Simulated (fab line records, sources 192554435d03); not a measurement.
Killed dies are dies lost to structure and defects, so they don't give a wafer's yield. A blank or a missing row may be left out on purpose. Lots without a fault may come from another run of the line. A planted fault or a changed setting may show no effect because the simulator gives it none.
A struck lot beside a sound one | flow n5_finfet | 36 steps out of a route of 1938
Sound: wafers L235.1, L235.2, L235.6. Struck: wafer L242.6. (L242.4 of the same lot was not struck and is left out.) The cause comes at the end.
At each step with rows: each side's tool, then ch and its chambers, then its first start. Under that, the readings that differ: sound wafers | struck wafers | difference of the means | sigmas: that difference in standard deviations of wafers without a fault.
alike: readings whose means differ by less than 2 such deviations, and words and numbers that are the same on both sides. not compared: withheld readings, readings that some wafer has no value for, bounds like >300 that may hide the same value, and numbers for which the record gives no deviation and whose values overlap.
The two part at a step that has a row with sigmas, a row that says differs or no value, or rows on one side only. Numbers that don't overlap but have no deviation are shown without sigmas and don't part them. A reading that every wafer of one side lacks parts them only if that side has two wafers or more.

first, 9 steps without rows for these wafers: N5_BEOL_M4_ANNEAL_95 (time 240 s); N5_BEOL_M4_SPUTTER_96 (material Cu, target thk 4.5 nm, time 8.29 s); N5_BEOL_M4_ECD_50 (material Cu, target thk 300 nm); N5_BEOL_M4_ANNEAL_51 (time 90 s); N5_BEOL_M4_CMP_52 (polishes, stops on SiOC, t overpolish 6.8 s, target thk 40 nm); N5_BEOL_M4_PRE_CLEAN_60 (time 15 s); N5_BEOL_M4_CO_CAP_55 (material Co, precursor CCTBA/H2, target thk 2 nm, time 102.1 s); N5_BEOL_M4_PRE_CLEAN_56 (time 15 s); N5_BEOL_M4_DEP_57 (deposits SiCN from 3MS/NH3, target thk 8 nm, time 14 s).
N5_BEOL_M4_RC_MEAS_101:
  sound on prober-01 ch 0, day 11 06:53; struck on prober-01 ch 0, day 13 09:13
  alike: DIBL_N, DIBL_P, IOFF_N, IOFF_P, ION_N, ION_P, SS_N, SS_P, VT_N, VT_P
then, 24 steps without rows for these wafers: N5_BEOL_M5_ILD_DEP_00 (deposits SiCOH lowk from DEMS/porogen, target thk 140.64 nm, time 25.9 s); N5_BEOL_M5_CURE_79 (cures SiCOH lowk, time 240 s); N5_BEOL_M5_PECVD_70 (deposits SiO2 from TEOS/O2, target thk 16 nm, time 18 s); N5_BEOL_M5_HM_DEP_02 (deposits TiN, target thk 20 nm); N5_BEOL_M5_COAT_59 (time 60 s, resist thk 60 nm); N5_BEOL_M5_COAT_60 (time 60 s, resist thk 12 nm); N5_BEOL_M5_COAT_71 (time 60 s, resist thk 5 nm); N5_BEOL_M5_COAT_05 (resist thk 30 nm); N5_BEOL_M5_EBR_07; N5_BEOL_M5_SOFTBAKE_06 (time 60 s); N5_BEOL_M5_EXPOSE_08 (exposes mask M5, target cd 28 nm); N5_BEOL_M5_PEB_09 (peb time 60 s); N5_BEOL_M5_DEVELOP_10 (develop time 30 s); N5_BEOL_M5_DESCUM_16 (chemistry O2, time 7 s); N5_BEOL_M5_ETCH_72 (etches underlayer in N2/H2, target depth 6.5 nm, time 5.2 s); N5_BEOL_M5_ETCH_61 (etches SiARC in CF4, target depth 15.6 nm, time 26 s); N5_BEOL_M5_ETCH_62 (etches SOC in N2/H2, target depth 75 nm, overetch 15 nm, time 112.5 s); N5_BEOL_M5_STRIP_63 (strips in N2/H2); N5_BEOL_M5_STRIP_73 (strips in N2/H2); N5_BEOL_M5_STRIP_64 (strips in CF4); N5_BEOL_M5_HM_OPEN_17 (chemistry Cl2/BCl3, target TiN, target depth 20 nm, overetch 6 nm); N5_BEOL_M5_STRIP_19 (strips in O2); N5_BEOL_M5_COAT_65 (time 60 s, resist thk 60 nm); N5_BEOL_M5_COAT_66 (time 60 s, resist thk 12 nm).
-- the record jumps here: 2 days lie between the struck wafers' starts before and after (it left off in module BEOL_M5 and takes up again in module BEOL_M10, whose first step shown is number 1509 of the route) --
N5_BEOL_M10_VIA_ETCH_34: etches SiCOH lowk in C4F6/O2, target depth 184.5 nm, time 69.2 s.
  sound on rie_diel-02 ch 1,3, day 13 17:17; struck on rie_diel-04 ch 1, day 15 15:24
  reading                                   | sound           | struck | difference | sigmas
  model.etch.depth_nm (nm)                  | 185.6 185.6 185 | 146.1  | -39.3      |
  model.SOC_of_BEOL_M10_COAT_63.thk_nm (nm) | 91.8 91.8 91.8  | 93.2   | +1.4       |
  alike: drypump_motor_current_A, oes_product_au, rf_vpp_V, showerhead_plenum_p_Torr, throttle_valve_pct
  not compared: rf_hours_counter_h
-- the record jumps here: 2 days lie between the struck wafers' starts before and after (it left off in module BEOL_M10 and takes up again in module PASSIVATION, whose first step shown is number 1936 of the route) --
N5_PASSIVATION_PROBE_49:
  the record has rows for the struck wafers here (prober-02, day 17 20:34) and none for the sound ones

WHERE THEY PART
Only at N5_PASSIVATION_PROBE_49, within this record.

WHY: what the simulator had put in
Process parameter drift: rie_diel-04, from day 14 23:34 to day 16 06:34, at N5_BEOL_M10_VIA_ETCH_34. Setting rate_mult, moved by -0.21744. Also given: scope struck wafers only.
